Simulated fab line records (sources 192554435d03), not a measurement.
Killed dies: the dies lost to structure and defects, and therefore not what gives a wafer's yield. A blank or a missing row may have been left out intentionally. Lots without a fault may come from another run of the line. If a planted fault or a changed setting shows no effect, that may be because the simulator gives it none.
Split-lot study + flow n5 finfet + route with 1938 steps; 7 lots, 21 wafers read

== THE SPLIT ==
At N5_SD_EPI_P_EPI_21 (deposits SiGe:B, time 355 s), the setting temp c was moved away from the recipe's 550 C on 6 of the 21 wafers read, by -0.6% to +0.4%. The other wafers ran this setting at the recipe's value.

== FROM THE SPLIT TO THE READING: what the file shows between them, 2 steps ==
- N5_SD_EPI_P_HM_STRIP_48: strips SiNx in H3PO4, material SiNx, target depth 3 nm
- N5_SD_EPI_P_SRD_49: time 30 s

== THE READING ==
SiGe-B_of_SD_EPI_P_EPI_21.thk nm (the simulator's own value, which no gauge read), in nm, at N5_SD_EPI_P_PRECLEAN_24 (cleans in O3/DIW, time 45 s). There is no usual value for it anywhere in the file. Here, 15 wafers ran the recipe; their average is 60.8 nm with a standard deviation of 0.59 nm.

| wafer  | tool, chamber at the split | temp c as run, C | against the recipe | SiGe-B_of_SD_EPI_P_EPI_21.thk nm, nm | against lot-mates on the recipe |
|--------|----------------------------|------------------|--------------------|--------------------------------------|---------------------------------|
| L075.2 | epi rpcvd-04, 0            | 550              | recipe             | 60.4                                 | -                               |
| L075.3 | epi rpcvd-04, 0            | 546.6            | -0.6%              | 57                                   | -3.4                            |
| L075.4 | epi rpcvd-04, 0            | 546.6            | -0.6%              | 56.2                                 | -4.2                            |
| L078.1 | epi rpcvd-04, 0            | 550              | recipe             | 60.4                                 | -                               |
| L078.2 | epi rpcvd-04, 0            | 550              | recipe             | 61                                   | -                               |
| L078.5 | epi rpcvd-04, 0            | 550              | recipe             | 60.2                                 | -                               |
| L080.2 | epi rpcvd-04, 0            | 550              | recipe             | 60.4                                 | -                               |
| L080.4 | epi rpcvd-04, 0            | 550              | recipe             | 60.4                                 | -                               |
| L080.6 | epi rpcvd-04, 0            | 550              | recipe             | 60.4                                 | -                               |
| L081.3 | epi rpcvd-04, 0            | 550              | recipe             | 60                                   | -                               |
| L081.5 | epi rpcvd-04, 0            | 546.9            | -0.6%              | 55.6                                 | -4.4                            |
| L081.6 | epi rpcvd-04, 0            | 546.9            | -0.6%              | 55.8                                 | -4.2                            |
| L087.3 | epi rpcvd-01, 0            | 550              | recipe             | 61.4                                 | -                               |
| L087.4 | epi rpcvd-01, 0            | 550              | recipe             | 61.4                                 | -                               |
| L087.6 | epi rpcvd-01, 0            | 550              | recipe             | 62                                   | -                               |
| L093.4 | epi rpcvd-04, 0            | 552.1            | +0.4%              | 65.4                                 | +3.9                            |
| L093.5 | epi rpcvd-04, 0            | 550              | recipe             | 61.2                                 | -                               |
| L093.6 | epi rpcvd-04, 0            | 550              | recipe             | 61.8                                 | -                               |
| L096.2 | epi rpcvd-02, 0            | 551.1            | +0.2%              | 61.8                                 | +1.1                            |
| L096.4 | epi rpcvd-02, 0            | 550              | recipe             | 60.6                                 | -                               |
| L096.5 | epi rpcvd-02, 0            | 550              | recipe             | 60.8                                 | -                               |

FIT RESULTS
A straight line over all 21 wafers: SiGe-B_of_SD_EPI_P_EPI_21.thk nm changes by +8.25 nm for each +1% of temp c; r = +0.95; the points scatter about the line by 0.72 nm.
The same after taking each lot's own level away (the mean of its wafers on the recipe; 21 wafers): +7.18 nm for each +1%; r = +0.98; scatter 0.42 nm.
On that fit, the largest move of temp c shifts the reading by 4.4 nm.
The span of the lots' own levels, 60.00 to 61.60 nm, comes to 2.7 times the standard deviation stated above.
So the lot-to-lot level changes the slope: the two fits differ.
Check: -4.68 nm against its lot-mates is what the line predicts for one of the wafers moved furthest among these (-0.6%) when that wafer is left out of the fit. Against them it came out at -3.4 nm.

== OTHER SPLITS ON THESE WAFERS ==
Other splits were also applied to these wafers ahead of the reading. Each is held against what the fit with the lots' levels taken away leaves over:
| other split on the same wafers     | wafers away from the commonest value | r with SiGe-B_of_SD_EPI_P_EPI_21.thk nm (lot level and that fit taken away) |
|------------------------------------|--------------------------------------|-----------------------------------------------------------------------------|
| N5_WELL_APT_COAT_02 spin rpm       | 7                                    | +0.07                                                                       |
| N5_SD_EPI_N_COAT_32 spin rpm       | 6                                    | -0.04                                                                       |
| N5_SD_EPI_N_COAT_33 spin rpm       | 8                                    | +0.14                                                                       |
| N5_SD_EPI_P_ETCH_16 target depth a | 7                                    | -0.11                                                                       |

== THE WHOLE CHAIN: every reading that the file lists as answering this split, in the file's order ==
| step                    | what it does                | reading                                                                           | change (the file's fit)              | r (the file's) |
|-------------------------|-----------------------------|-----------------------------------------------------------------------------------|--------------------------------------|----------------|
| N5_SD_EPI_P_EPI_21      | deposits SiGe:B, time 355 s | SiGe-B_of_SD_EPI_P_EPI_21.thk nm (the simulator's own value, which no gauge read) | +7.21 nm for each +1% of the setting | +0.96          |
| N5_SD_EPI_P_PRECLEAN_24 | cleans in O3/DIW, time 45 s | SiGe-B_of_SD_EPI_P_EPI_21.thk nm (the simulator's own value, which no gauge read) | +7.32 nm for each +1% of the setting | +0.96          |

== FILE'S OWN FIT ==
SiGe-B_of_SD_EPI_P_EPI_21.thk nm changes by +7.32 nm for each +1% of temp c, r = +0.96.
